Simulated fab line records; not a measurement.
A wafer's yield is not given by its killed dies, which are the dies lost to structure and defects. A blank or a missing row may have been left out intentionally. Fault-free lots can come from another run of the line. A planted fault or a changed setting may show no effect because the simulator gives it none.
fab line records	flow n5Finfet
record: lots: 24	wafers: 72	lastDay: 18
route steps=1938 shown BEOL_M1@821 BEOL_M2@887
lots untouched by any fault: they come from a run of this same line in which no faults occurred
startH: start of the lot's first displayed wafer, in hours after the record's first day	waitH: hours elapsed since this lot's preceding step	" the same as in the row above	L1.1+2: a single row standing in for several wafers	- no value, or no start given	* or withheld: withheld	< > ~ a bound
route shown NAME@n: NAME is a module with steps in the file, n the number in the route of the first one	usual: mean/standard deviation of fault-free wafers	same: alike in all rows	chamber/n: place in a boat	sites: per-site readings	_std_site: the values' standard deviation	_edge_site: outer sites' mean less inner sites'	radiusMm: for every site, how far away it sits from the centre of the wafer	mask NAME#n: copy n	behind: tool/chamber where the wafer was last shaped	hold: why the lot went on hold/how many hours it stayed there/how the hold came to an end	device: which transistor (n, p or np) failed to switch	end of line: the same wafers' tests at the end of the route	a step given without rows: its recipe and nothing more	killed: the dies lost at the first sort to structure and to defects; this is not the yield of the wafer	map: a wafer's dies, marking killed ones x, the rest . and places with no die _
set.NAME: the setting that was run; set.NAME@STEP: the one run at that earlier step	model.NAME: the simulator's own value behind a step, which no gauge read
a sample of lots followed through the steps of the route, with each step as a table and each wafer as a row
services: from which hour (startH, from the record's first day; less than 0 if before it) a tool's chamber was out of use, for how many hours, and why
== steps ==
step: N5_BEOL_M1_ANNEAL_87
recipe: tempC: 400	timeS: 240	ambient: vacuum
usual: heaterPowerW: 823/90	susceptorTempC: 399.98/0.19
lot.wafer	tool	chamber	startH	waitH	heaterPowerW	susceptorTempC
L074.1	pvdSputter-02	-	127.96	0.0	792	399.84
L074.4	"	-	"	"	782	399.95
L074.5	"	-	"	"	768	400.11
L075.3	pvdSputter-01	-	137.06	0.0	768	400.03
L075.4	"	-	"	"	761	399.86
L075.6	"	-	"	"	720	400.04
L076.2	pvdSputter-02	-	140.63	0.0	899	399.96
L076.3	"	-	"	"	781	400.23
L076.5	"	-	"	"	803	400.08
L077.2	pvdSputter-03	-	156.88	0.0	883	400.14
L077.3	"	-	"	"	773	399.73
L077.5	"	-	"	"	899	399.90
L078.1	pvdSputter-02	-	158.42	0.0	782	399.64
L078.2	"	-	"	"	896	400.05
L078.6	"	-	"	"	723	399.93
L079.1	pvdSputter-01	-	160.49	0.0	758	400.18
L079.2	"	-	"	"	739	400.00
L079.5	"	-	"	"	762	400.02
L080.2	pvdSputter-01	-	166.55	0.0	746	399.86
L080.3	"	-	"	"	1009	399.89
L080.5	"	-	"	"	996	399.84
L081.2	pvdSputter-01	-	170.65	0.0	768	400.06
L081.5	"	-	"	"	1028	400.34
L081.6	"	-	"	"	777	400.32
L082.1	pvdSputter-01	-	175.21	0.0	734	400.17
L082.2	"	-	"	"	1020	399.95
L082.3	"	-	"	"	804	400.38
L083.4	pvdSputter-03	-	188.87	0.0	796	399.80
L083.5	"	-	"	"	877	400.12
L083.6	"	-	"	"	791	400.03
L085.4	pvdSputter-03	-	191.85	0.0	814	400.30
L085.5	"	-	"	"	887	400.10
L085.6	"	-	"	"	775	399.87
L084.2	pvdSputter-03	-	197.75	0.0	766	400.03
L084.3	"	-	"	"	888	399.66
L084.4	"	-	"	"	782	400.14
L086.2	pvdSputter-02	-	199.92	0.0	713	400.26
L086.4	"	-	"	"	910	400.08
L086.5	"	-	"	"	711	400.06
L087.2	pvdSputter-03	-	205.52	0.0	899	399.85
L087.3	"	-	"	"	777	400.18
L087.6	"	-	"	"	890	400.03
L090.3	pvdSputter-02	-	222.54	0.0	808	399.79
L090.4	"	-	"	"	700	400.07
L090.6	"	-	"	"	774	400.01
L088.1	pvdSputter-02	-	224.58	0.0	792	399.65
L088.3	"	-	"	"	704	399.87
L088.4	"	-	"	"	768	399.87
L089.3	pvdSputter-03	-	227.49	0.0	807	400.29
L089.4	"	-	"	"	885	399.72
L089.5	"	-	"	"	900	399.74
L092.1	pvdSputter-01	-	235.08	0.0	749	400.24
L092.4	"	-	"	"	818	399.72
L092.6	"	-	"	"	749	399.83
L091.2	pvdSputter-01	-	242.36	0.0	808	399.98
L091.4	"	-	"	"	781	399.67
L091.5	"	-	"	"	769	399.77
L093.1	pvdSputter-01	-	250.97	0.0	748	399.99
L093.2	"	-	"	"	811	400.19
L093.6	"	-	"	"	763	399.68
L094.2	pvdSputter-02	-	250.98	0.0	784	399.98
L094.3	"	-	"	"	711	399.47
L094.6	"	-	"	"	708	399.96
L095.1	pvdSputter-01	-	257.59	0.0	750	399.94
L095.3	"	-	"	"	1049	400.26
L095.5	"	-	"	"	752	400.25
L096.1	pvdSputter-01	-	263.28	0.0	1009	399.95
L096.2	"	-	"	"	756	400.22
L096.5	"	-	"	"	1009	400.05
L097.1	pvdSputter-03	-	271.00	0.0	889	399.64
L097.2	"	-	"	"	791	399.86
L097.4	"	-	"	"	875	400.22
step: N5_BEOL_M1_SPUTTER_90
recipe: material: Cu	targetThkA: 45	tempC: -20	chamberPressurePa: 0.07	powerW: withheld	timeS: 8.29
usual: susceptorTempC: -20.02/0.11	throttleValvePct: 30.0/0.79
lot.wafer	tool	chamber	startH	waitH	susceptorTempC	throttleValvePct
L074.1	pvdSputter-02	-	128.32	0.1	-19.90	31.1
L074.4	"	-	"	"	-19.95	29.3
L074.5	"	-	"	"	-19.90	29.1
L075.3	pvdSputter-01	-	137.42	0.1	-20.10	31.1
L075.4	"	-	"	"	-20.09	30.3
L075.6	"	-	"	"	-19.96	31.2
L076.2	pvdSputter-02	-	140.99	0.1	-19.96	29.8
L076.3	"	-	"	"	-19.93	31.2
L076.5	"	-	"	"	-19.82	28.9
L077.2	pvdSputter-03	-	157.28	0.1	-20.26	30.0
L077.3	"	-	"	"	-19.88	29.7
L077.5	"	-	"	"	-19.94	30.4
L078.1	pvdSputter-02	-	158.78	0.1	-20.05	31.3
L078.2	"	-	"	"	-20.13	29.9
L078.6	"	-	"	"	-20.02	28.4
L079.1	pvdSputter-01	-	160.85	0.1	-19.92	30.4
L079.2	"	-	"	"	-19.90	31.0
L079.5	"	-	"	"	-19.95	30.5
L080.2	pvdSputter-01	-	166.91	0.1	-20.10	30.3
L080.3	"	-	"	"	-20.01	29.8
L080.5	"	-	"	"	-19.89	30.0
L081.2	pvdSputter-01	-	171.01	0.1	-20.03	30.3
L081.5	"	-	"	"	-20.09	29.9
L081.6	"	-	"	"	-20.01	30.3
L082.1	pvdSputter-01	-	175.57	0.1	-20.02	31.1
L082.2	"	-	"	"	-19.92	30.2
L082.3	"	-	"	"	-20.19	29.1
L083.4	pvdSputter-03	-	189.23	0.1	-19.81	30.5
L083.5	"	-	"	"	-19.99	29.6
L083.6	"	-	"	"	-19.77	30.4
L085.4	pvdSputter-03	-	192.21	0.1	-19.99	30.7
L085.5	"	-	"	"	-20.15	30.4
L085.6	"	-	"	"	-20.11	29.7
L084.2	pvdSputter-03	-	198.11	0.1	-19.99	29.8
L084.3	"	-	"	"	-20.05	30.1
L084.4	"	-	"	"	-20.04	30.6
L086.2	pvdSputter-02	-	200.28	0.1	-19.87	28.5
L086.4	"	-	"	"	-19.79	29.8
L086.5	"	-	"	"	-20.12	28.5
L087.2	pvdSputter-03	-	205.88	0.1	-20.12	30.3
L087.3	"	-	"	"	-19.88	29.8
L087.6	"	-	"	"	-20.04	30.4
L090.3	pvdSputter-02	-	222.90	0.1	-20.08	31.2
L090.4	"	-	"	"	-19.89	28.7
L090.6	"	-	"	"	-20.07	31.2
L088.1	pvdSputter-02	-	224.94	0.1	-20.06	31.2
L088.3	"	-	"	"	-20.06	28.9
L088.4	"	-	"	"	-19.98	28.9
L089.3	pvdSputter-03	-	227.85	0.1	-20.08	30.6
L089.4	"	-	"	"	-20.00	29.8
L089.5	"	-	"	"	-19.91	30.3
L092.1	pvdSputter-01	-	235.44	0.1	-20.07	31.0
L092.4	"	-	"	"	-20.01	29.0
L092.6	"	-	"	"	-19.91	30.3
L091.2	pvdSputter-01	-	242.72	0.1	-20.01	29.2
L091.4	"	-	"	"	-19.89	30.3
L091.5	"	-	"	"	-19.86	30.4
L093.1	pvdSputter-01	-	251.33	0.1	-20.16	30.2
L093.2	"	-	"	"	-20.05	29.0
L093.6	"	-	"	"	-20.16	30.4
L094.2	pvdSputter-02	-	251.34	0.1	-20.01	31.1
L094.3	"	-	"	"	-20.05	28.7
L094.6	"	-	"	"	-20.04	28.7
L095.1	pvdSputter-01	-	257.95	0.1	-20.05	30.2
L095.3	"	-	"	"	-19.98	29.8
L095.5	"	-	"	"	-20.23	30.3
L096.1	pvdSputter-01	-	263.64	0.1	-20.06	30.0
L096.2	"	-	"	"	-19.94	30.3
L096.5	"	-	"	"	-19.89	30.1
L097.1	pvdSputter-03	-	271.36	0.1	-20.21	30.4
L097.2	"	-	"	"	-19.83	30.2
L097.4	"	-	"	"	-20.17	29.5
step: N5_BEOL_M1_SPUTTER_94
recipe: material: Cu	targetThkA: 45	tempC: -20	chamberPressurePa: 0.07	powerW: withheld	timeS: 8.29
usual: susceptorTempC: -20.01/0.1	throttleValvePct: 30.0/0.81
lot.wafer	tool	chamber	startH	waitH	susceptorTempC	throttleValvePct
L074.1	pvdSputter-02	-	128.76	0.1	-20.01	31.2
L074.4	"	-	"	"	-20.10	28.9
L074.5	"	-	"	"	-19.92	29.0
L075.3	pvdSputter-01	-	137.86	0.1	-20.00	31.4
L075.4	"	-	"	"	-20.10	30.4
L075.6	"	-	"	"	-19.93	31.3
L076.2	pvdSputter-02	-	141.43	0.1	-20.07	29.8
L076.3	"	-	"	"	-19.98	31.3
L076.5	"	-	"	"	-19.91	29.1
L077.2	pvdSputter-03	-	157.72	0.1	-20.04	29.7
L077.3	"	-	"	"	-19.74	30.0
L077.5	"	-	"	"	-20.01	30.2
L078.1	pvdSputter-02	-	159.22	0.1	-19.92	31.4
L078.2	"	-	"	"	-20.01	29.7
L078.6	"	-	"	"	-20.05	28.8
L079.1	pvdSputter-01	-	161.29	0.1	-20.11	30.4
L079.2	"	-	"	"	-19.91	31.4
L079.5	"	-	"	"	-19.97	30.2
L080.2	pvdSputter-01	-	167.35	0.1	-20.03	30.3
L080.3	"	-	"	"	-20.10	30.1
L080.5	"	-	"	"	-20.06	29.8
L081.2	pvdSputter-01	-	171.45	0.1	-20.07	30.1
L081.5	"	-	"	"	-19.99	29.9
L081.6	"	-	"	"	-19.87	30.0
L082.1	pvdSputter-01	-	176.01	0.1	-20.04	31.1
L082.2	"	-	"	"	-20.01	30.0
L082.3	"	-	"	"	-19.90	29.1
L083.4	pvdSputter-03	-	189.67	0.1	-20.18	30.7
L083.5	"	-	"	"	-20.08	29.7
L083.6	"	-	"	"	-20.10	30.2
L085.4	pvdSputter-03	-	192.65	0.1	-19.98	30.4
L085.5	"	-	"	"	-20.00	30.3
L085.6	"	-	"	"	-19.96	30.0
L084.2	pvdSputter-03	-	198.55	0.1	-20.06	29.7
L084.3	"	-	"	"	-19.81	30.1
L084.4	"	-	"	"	-20.03	30.4
L086.2	pvdSputter-02	-	200.72	0.1	-20.00	28.5
L086.4	"	-	"	"	-19.96	29.9
L086.5	"	-	"	"	-20.09	28.4
L087.2	pvdSputter-03	-	206.32	0.1	-20.04	30.1
L087.3	"	-	"	"	-19.84	30.3
L087.6	"	-	"	"	-20.14	30.3
L090.3	pvdSputter-02	-	223.34	0.1	-20.18	31.5
L090.4	"	-	"	"	-19.98	28.7
L090.6	"	-	"	"	-19.89	31.4
L088.1	pvdSputter-02	-	225.38	0.1	-20.28	31.5
L088.3	"	-	"	"	-20.05	28.8
L088.4	"	-	"	"	-20.08	28.7
L089.3	pvdSputter-03	-	228.29	0.1	-19.97	30.6
L089.4	"	-	"	"	-20.04	29.8
L089.5	"	-	"	"	-20.06	30.2
L092.1	pvdSputter-01	-	235.88	0.1	-19.84	31.2
L092.4	"	-	"	"	-20.00	29.0
L092.6	"	-	"	"	-19.85	30.4
L091.2	pvdSputter-01	-	243.16	0.1	-19.95	28.9
L091.4	"	-	"	"	-20.13	30.2
L091.5	"	-	"	"	-20.03	30.2
L093.1	pvdSputter-01	-	251.77	0.1	-19.98	30.5
L093.2	"	-	"	"	-20.04	28.9
L093.6	"	-	"	"	-19.81	30.2
L094.2	pvdSputter-02	-	251.78	0.1	-20.02	31.4
L094.3	"	-	"	"	-20.02	28.8
L094.6	"	-	"	"	-20.01	28.7
L095.1	pvdSputter-01	-	258.39	0.1	-20.09	30.3
L095.3	"	-	"	"	-20.28	30.3
L095.5	"	-	"	"	-20.18	30.2
L096.1	pvdSputter-01	-	264.08	0.1	-19.99	30.1
L096.2	"	-	"	"	-19.87	30.4
L096.5	"	-	"	"	-20.11	30.1
L097.1	pvdSputter-03	-	271.80	0.1	-19.88	30.4
L097.2	"	-	"	"	-19.89	30.8
L097.4	"	-	"	"	-20.10	30.0
step: N5_BEOL_M1_THK_MEAS_53
recipe: thkMeasGauge: xrf	reads: Cu_of_BEOL_M1_ECD_50
usual: M1_THK: 40.2/1.9
lot.wafer	tool	chamber	startH	waitH	M1_THK[nm]
L074.1	filmMetro-02	-	129.77	-	37.7
L074.4	"	-	"	"	38.6
L074.5	"	-	"	"	39.5
L075.3	filmMetro-02	-	138.87	-	38.8
L075.4	"	-	"	"	42.5
L075.6	"	-	"	"	40.6
L076.2	filmMetro-02	-	142.44	-	37.8
L076.3	"	-	"	"	38.7
L076.5	"	-	"	"	41.1
L077.2	filmMetro-02	-	158.73	-	40.9
L077.3	"	-	"	"	41.2
L077.5	"	-	"	"	42.5
L078.1	filmMetro-02	-	160.68	-	38.1
L078.2	"	-	"	"	39.6
L078.6	"	-	"	"	42.6
L079.1	filmMetro-02	-	162.30	-	40.6
L079.2	"	-	"	"	39.4
L079.5	"	-	"	"	42.2
L080.2	filmMetro-01	-	168.36	-	38.7
L080.3	"	-	"	"	40.2
L080.5	"	-	"	"	38.8
L081.2	filmMetro-02	-	172.46	-	41.6
L081.5	"	-	"	"	42.0
L081.6	"	-	"	"	42.4
L082.1	filmMetro-02	-	177.02	-	42.7
L082.2	"	-	"	"	38.9
L082.3	"	-	"	"	39.1
L083.4	filmMetro-01	-	190.77	-	39.9
L083.5	"	-	"	"	40.6
L083.6	"	-	"	"	38.2
L085.4	filmMetro-02	-	193.66	-	39.8
L085.5	"	-	"	"	40.8
L085.6	"	-	"	"	43.0
L084.2	filmMetro-02	-	199.56	-	38.4
L084.3	"	-	"	"	38.0
L084.4	"	-	"	"	38.9
L086.2	filmMetro-01	-	201.73	-	37.9
L086.4	"	-	"	"	40.2
L086.5	"	-	"	"	39.7
L087.2	filmMetro-01	-	207.46	-	39.6
L087.3	"	-	"	"	43.5
L087.6	"	-	"	"	40.0
L090.3	filmMetro-01	-	224.64	-	41.6
L090.4	"	-	"	"	42.7
L090.6	"	-	"	"	41.2
L088.1	filmMetro-02	-	226.77	-	41.3
L088.3	"	-	"	"	41.6
L088.4	"	-	"	"	44.3
L089.3	filmMetro-01	-	229.33	-	38.2
L089.4	"	-	"	"	40.9
L089.5	"	-	"	"	41.8
L092.1	filmMetro-01	-	237.42	-	38.4
L092.4	"	-	"	"	38.8
L092.6	"	-	"	"	40.2
L091.2	filmMetro-01	-	244.44	-	39.5
L091.4	"	-	"	"	40.6
L091.5	"	-	"	"	40.5
L093.1	filmMetro-02	-	252.88	-	40.2
L093.2	"	-	"	"	37.5
L093.6	"	-	"	"	42.4
L094.2	filmMetro-02	-	252.92	-	39.3
L094.3	"	-	"	"	41.4
L094.6	"	-	"	"	42.4
L095.1	filmMetro-01	-	259.66	-	39.7
L095.3	"	-	"	"	38.2
L095.5	"	-	"	"	41.5
L096.1	filmMetro-02	-	265.08	-	38.9
L096.2	"	-	"	"	35.5
L096.5	"	-	"	"	38.0
L097.1	filmMetro-02	-	272.80	-	40.1
L097.2	"	-	"	"	38.9
L097.4	"	-	"	"	40.5
step: N5_BEOL_M2_VIA_ETCH_34
recipe: chemistry: C4F6/O2	targetDepthA: 694	maskMaterial: SOC	pressureMtorr: 15	ionEnergyEv: 250	taperDeg: 4	timeS: 65.9	sourceW: 350	biasW: 170	Ar_flow_sccm: 300	C4F6_flow_sccm: 10	O2_flow_sccm: 10
usual: drypumpMotorCurrentA: 5.7/0.53	oesProductAu: 0.83/0.083	rfVppV: 665/15	showerheadPlenumPTorr: 2.85/0.1	throttleValvePct: 30.61/0.29
lot.wafer	tool	chamber	startH	waitH	drypumpMotorCurrentA	oesProductAu	rfHoursCounterH	rfVppV	showerheadPlenumPTorr	throttleValvePct
L074.1	rieDiel-02	3	147.45	0.0	6.5	0.71	195	643	2.81	30.72
L074.4	"	2	"	"	4.7	0.80	108	671	2.96	30.11
L074.5	"	0	"	"	5.5	0.81	-	656	2.85	30.52
L075.3	rieDiel-06	1	150.91	0.0	5.6	0.69	228	634	2.93	31.40
L075.4	"	0	"	"	4.8	0.90	40	681	2.74	30.34
L075.6	"	3	"	"	5.7	0.69	-	662	2.79	30.42
L076.2	rieDiel-02	0	154.86	0.0	5.5	0.80	120	656	2.85	30.52
L076.3	"	1	"	"	5.3	0.75	165	678	2.86	30.75
L076.5	"	1	"	"	5.3	0.75	-	680	2.86	30.73
L077.2	rieDiel-05	3	164.89	0.0	5.7	0.92	8	677	2.77	30.90
L077.3	"	2	"	"	6.5	0.88	27	675	3.02	30.81
L077.5	"	3	"	"	5.7	0.93	-	677	2.77	30.90
L078.1	rieDiel-05	2	168.44	0.0	6.4	0.89	28	673	3.02	30.80
L078.2	"	3	"	"	5.7	0.93	10	678	2.77	30.90
L078.6	"	1	"	"	5.4	0.68	-	639	2.81	30.84
L079.1	rieDiel-02	1	173.22	0.0	5.3	0.74	169	680	2.86	30.73
L079.2	"	3	"	"	6.4	0.71	204	642	2.81	30.74
L079.5	"	1	"	"	5.3	0.74	-	677	2.86	30.74
L080.2	rieDiel-06	1	178.04	0.0	5.5	0.67	238	636	2.93	31.40
L080.3	"	0	"	"	4.9	0.87	48	679	2.74	30.34
L080.5	"	0	"	"	4.8	0.87	-	680	2.74	30.35
L081.2	rieDiel-05	0	186.02	0.0	5.5	0.78	114	663	2.74	30.46
L081.5	"	0	"	"	5.4	0.79	-	663	2.74	30.45
L081.6	"	3	"	"	5.7	0.92	-	676	2.77	30.90
L082.1	rieDiel-02	0	190.01	0.0	5.5	0.79	132	656	2.84	30.53
L082.2	"	3	"	"	6.5	0.70	210	642	2.80	30.75
L082.3	"	2	"	"	4.7	0.77	123	669	2.96	30.11
L083.4	rieDiel-06	3	200.89	0.0	5.7	0.98	2	661	2.78	30.04
L083.5	"	2	"	"	6.4	0.91	-	684	3.00	30.53
L083.6	"	3	"	"	5.7	0.98	-	662	2.78	30.04
L085.4	rieDiel-02	1	203.71	0.0	5.3	0.75	180	679	2.86	30.75
L085.5	"	1	"	"	5.3	0.74	-	677	2.86	30.75
L085.6	"	2	"	"	4.7	0.76	-	669	2.95	30.12
L084.2	rieDiel-06	0	206.50	0.0	4.8	0.85	60	680	2.74	30.35
L084.3	"	1	"	"	5.5	0.65	250	637	2.92	31.41
L084.4	"	3	"	"	5.7	0.97	4	661	2.78	30.04
L086.2	rieDiel-05	3	225.44	0.0	5.7	0.88	25	678	2.76	30.93
L086.4	"	3	"	"	5.7	0.89	-	677	2.76	30.91
L086.5	"	0	"	"	5.4	0.78	-	664	2.73	30.48
L087.2	rieDiel-05	2	229.99	0.0	6.5	0.84	46	672	3.01	30.81
L087.3	"	0	"	"	5.4	0.78	126	662	2.73	30.49
L087.6	"	3	"	"	5.7	0.89	-	678	2.76	30.92
L090.3	rieDiel-06	2	233.37	0.0	6.4	0.87	49	683	2.99	30.56
L090.4	"	0	"	"	4.8	0.83	73	681	2.73	30.35
L090.6	"	0	"	"	4.8	0.83	-	682	2.73	30.38
L088.1	rieDiel-02	3	233.39	0.0	6.4	0.68	230	643	2.80	30.75
L088.3	"	0	"	"	5.5	0.77	151	658	2.84	30.55
L088.4	"	1	"	"	5.3	0.72	192	679	2.85	30.76
L089.3	rieDiel-05	2	237.34	0.0	6.5	0.85	49	673	3.01	30.83
L089.4	"	2	"	"	6.5	0.85	-	673	3.01	30.83
L089.5	"	0	"	"	5.5	0.78	-	663	2.73	30.48
L092.1	rieDiel-05	2	243.12	0.0	6.5	0.84	52	673	3.01	30.83
L092.4	"	1	"	"	5.5	1.00	2	640	2.81	30.70
L092.6	"	3	"	"	5.7	0.88	-	676	2.76	30.92
L091.2	rieDiel-06	0	252.14	0.0	4.8	0.83	81	679	2.73	30.35
L091.4	"	1	"	"	5.5	0.92	10	635	2.92	30.59
L091.5	"	0	"	"	4.8	0.83	-	680	2.73	30.39
L093.1	rieDiel-06	1	258.15	0.0	5.5	0.91	13	637	2.92	30.60
L093.2	"	3	"	"	5.7	0.90	27	661	2.77	30.06
L093.6	"	2	"	"	6.4	0.87	-	682	2.98	30.55
L094.2	rieDiel-05	2	258.19	0.0	6.5	0.85	57	673	3.00	30.83
L094.3	"	1	"	"	5.4	0.97	7	640	2.81	30.67
L094.6	"	1	"	"	5.5	0.97	-	639	2.81	30.69
L095.1	rieDiel-05	2	276.04	0.0	6.5	0.83	64	673	3.00	30.84
L095.3	"	1	"	"	5.4	0.95	14	640	2.80	30.69
L095.5	"	3	"	"	5.7	0.85	-	677	2.75	30.93
L096.1	rieDiel-06	2	276.30	0.0	6.4	0.86	68	682	2.98	30.58
L096.2	"	0	"	"	4.8	0.84	86	681	2.72	30.39
L096.5	"	1	"	"	5.5	0.90	-	635	2.91	30.62
L097.1	rieDiel-05	2	281.10	0.0	6.5	0.82	66	672	3.00	30.83
L097.2	"	1	"	"	5.5	0.94	16	640	2.80	30.68
L097.4	"	0	"	"	5.5	0.76	143	663	2.72	30.48
step: N5_BEOL_M2_CD_MEAS_35
recipe: targetCdNm: 18	targetCdYNm: 22.2	polarity: opening
usual: cdNm: 17.9/0.43
lot.wafer	tool	chamber	startH	waitH	cdNm
L074.1	cdSem-03	-	147.85	0.0	17.0
L074.4	"	-	"	"	17.6
L074.5	"	-	"	"	18.0
L075.3	cdSem-03	-	151.33	0.0	17.5
L075.4	"	-	"	"	17.8
L075.6	"	-	"	"	18.0
L076.2	cdSem-02	-	155.27	0.0	17.7
L076.3	"	-	"	"	18.0
L076.5	"	-	"	"	17.4
L077.2	cdSem-01	-	165.31	0.0	17.8
L077.3	"	-	"	"	17.9
L077.5	"	-	"	"	18.0
L078.1	cdSem-01	-	168.86	0.0	17.4
L078.2	"	-	"	"	17.7
L078.6	"	-	"	"	17.2
L079.1	cdSem-01	-	173.64	0.0	18.1
L079.2	"	-	"	"	17.8
L079.5	"	-	"	"	18.2
L080.2	cdSem-01	-	178.55	0.0	17.8
L080.3	"	-	"	"	17.8
L080.5	"	-	"	"	17.5
L081.2	cdSem-01	-	186.52	0.0	17.6
L081.5	"	-	"	"	17.1
L081.6	"	-	"	"	17.4
L082.1	cdSem-02	-	190.51	0.0	18.7
L082.2	"	-	"	"	17.5
L082.3	"	-	"	"	18.4
L083.4	cdSem-03	-	201.30	0.0	18.3
L083.5	"	-	"	"	18.8
L083.6	"	-	"	"	18.0
L085.4	cdSem-02	-	204.13	0.0	18.5
L085.5	"	-	"	"	17.9
L085.6	"	-	"	"	17.7
L084.2	cdSem-02	-	206.91	0.0	17.6
L084.3	"	-	"	"	17.8
L084.4	"	-	"	"	17.2
L086.2	cdSem-03	-	225.86	0.0	18.1
L086.4	"	-	"	"	17.3
L086.5	"	-	"	"	17.5
L087.2	cdSem-01	-	230.40	0.0	18.3
L087.3	"	-	"	"	17.7
L087.6	"	-	"	"	17.8
L090.3	cdSem-03	-	233.78	0.0	18.6
L090.4	"	-	"	"	18.2
L090.6	"	-	"	"	18.2
L088.1	cdSem-01	-	233.80	0.0	17.8
L088.3	"	-	"	"	18.1
L088.4	"	-	"	"	17.3
L089.3	cdSem-02	-	237.75	0.0	17.1
L089.4	"	-	"	"	17.6
L089.5	"	-	"	"	16.9
L092.1	cdSem-01	-	243.53	0.0	17.6
L092.4	"	-	"	"	18.8
L092.6	"	-	"	"	17.5
L091.2	cdSem-01	-	252.55	0.0	17.6
L091.4	"	-	"	"	18.2
L091.5	"	-	"	"	18.0
L093.1	cdSem-02	-	258.56	0.0	17.5
L093.2	"	-	"	"	18.0
L093.6	"	-	"	"	17.6
L094.2	cdSem-01	-	258.60	0.0	18.9
L094.3	"	-	"	"	18.7
L094.6	"	-	"	"	18.4
L095.1	cdSem-03	-	276.45	0.0	18.8
L095.3	"	-	"	"	18.2
L095.5	"	-	"	"	18.7
L096.1	cdSem-03	-	276.70	0.0	17.9
L096.2	"	-	"	"	18.5
L096.5	"	-	"	"	17.8
L097.1	cdSem-01	-	281.50	0.0	17.9
L097.2	"	-	"	"	17.8
L097.4	"	-	"	"	17.6
== services ==
tool	chamber	startH	hours	kind
rieDiel-05	2	111.68	4.3	repair
rieDiel-05	3	123.51	-	clean
rieDiel-05	3	123.51	-	consumableReplace:focusRing
rieDiel-05	3	123.51	17.8	scheduledDown
rieDiel-05	3	123.51	17.8	ventCycle
pvdSputter-01	-	131.79	0.9	repair
rieDiel-05	0	153.50	6.6	repair
rieDiel-06	3	172.77	-	clean
rieDiel-06	3	172.77	-	consumableReplace:focusRing
rieDiel-06	3	172.77	22.0	scheduledDown
rieDiel-06	3	172.77	22.0	ventCycle
rieDiel-05	-	198.73	14.6	pm
rieDiel-06	1	206.72	-	clean
rieDiel-06	1	206.72	-	consumableReplace:focusRing
rieDiel-06	1	206.72	22.6	scheduledDown
rieDiel-06	1	206.72	22.6	ventCycle
rieDiel-05	1	216.85	-	clean
rieDiel-05	1	216.85	-	consumableReplace:focusRing
rieDiel-05	0	231.06	1.6	repair
rieDiel-06	-	236.71	0.9	repair
rieDiel-06	0	252.51	12.0	repair
rieDiel-02	3	262.99	5.7	repair
rieDiel-02	-	271.93	0.3	repair
== key ==
fault none
